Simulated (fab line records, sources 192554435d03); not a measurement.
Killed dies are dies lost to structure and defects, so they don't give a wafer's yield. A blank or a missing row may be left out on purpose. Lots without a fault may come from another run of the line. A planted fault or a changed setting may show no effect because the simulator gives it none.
Chamber matching | flow n5_finfet | N5_HKMG_FIN_DESCUM_17 on rie_diel-01: 4 sister chambers
The step chemistry O2, time 7.9 s. 20 wafers are shown with their chamber, then 10 later ones without.

WAFERS WITH THEIR CHAMBER
wafer  | chamber | drypump_motor_current_A (A) | showerhead_plenum_p_Torr (Torr) | throttle_valve_pct (%)
L074.1 | 2       | 5.4                         | 2.16                            | 20.39
L074.4 | 3       | 5.1                         | 1.93                            | 20.18
L074.6 | 0       | 6.2                         | 2.02                            | 20.54
L075.1 | 2       | 5.4                         | 2.16                            | 20.41
L075.2 | 3       | 5.1                         | 1.93                            | 20.16
L075.6 | 0       | 6.2                         | 2.02                            | 20.52
L078.2 | 0       | 6.2                         | 2.02                            | 20.52
L078.3 | 3       | 5.1                         | 1.93                            | 20.18
L078.6 | 1       | 6.5                         | 2.06                            | 20.04
L077.4 | 0       | 6.2                         | 2.02                            | 20.51
L077.5 | 2       | 5.4                         | 2.16                            | 20.41
L077.6 | 3       | 5.1                         | 1.93                            | 20.18
L083.2 | 0       | 6.2                         | 2.02                            | 20.54
L083.3 | 1       | 6.5                         | 2.05                            | 20.05
L083.6 | 2       | 5.4                         | 2.16                            | 20.43
L084.1 | 1       | 6.4                         | 2.05                            | 20.06
L084.3 | 0       | 6.2                         | 2.02                            | 20.55
L084.4 | 3       | 5.2                         | 1.92                            | 20.20
L087.1 | 2       | 5.4                         | 2.15                            | 20.43
L087.2 | 0       | 6.2                         | 2.01                            | 20.56

SIGNATURES (means of the wafers above)
reading                  | chamber 0 | chamber 1 | chamber 2 | chamber 3 | scatter within a chamber
drypump_motor_current_A  | 6.200     | 6.467     | 5.400     | 5.120     | 0.0303
showerhead_plenum_p_Torr | 2.0186    | 2.0533    | 2.1580    | 1.9280    | 0.00442
throttle_valve_pct       | 20.5343   | 20.0500   | 20.4140   | 20.1800   | 0.016
Rule: a wafer's distance from a chamber is the root of the sum, over the readings, of the square of ((its reading less the chamber's mean) divided by the reading's scatter). The wafer belongs to the nearest chamber; if the next one is less than 2 further off, it can't be placed. The scatter: the root of (the sum of the squares of (reading less its chamber's mean) over the shown wafers, divided by (wafers less chambers)).

WAFERS WITHOUT THEIR CHAMBER
wafer  | drypump_motor_current_A (A) | showerhead_plenum_p_Torr (Torr) | throttle_valve_pct (%)
L087.5 | 5.4                         | 2.15                            | 20.45
L088.2 | 5.4                         | 2.15                            | 20.44
L088.3 | 6.4                         | 2.05                            | 20.08
L088.6 | 6.5                         | 2.05                            | 20.09
L089.2 | 5.1                         | 1.92                            | 20.22
L089.3 | 5.4                         | 2.15                            | 20.45
L089.5 | 5.1                         | 1.92                            | 20.21
L090.2 | 6.2                         | 2.01                            | 20.56
L090.4 | 5.4                         | 2.15                            | 20.44
L090.6 | 6.4                         | 2.05                            | 20.07

WHICH CHAMBER EACH WENT THROUGH
wafer  | from the rows above | in truth
L087.5 | 2                   | 2
L088.2 | 2                   | 2
L088.3 | 1                   | 1
L088.6 | 1                   | 1
L089.2 | 3                   | 3
L089.3 | 2                   | 2
L089.5 | 3                   | 3
L090.2 | 0                   | 0
L090.4 | 2                   | 2
L090.6 | 1                   | 1
Placed correctly: 10 of 10. Can't be placed from these rows: 0. Placed wrongly: 0.
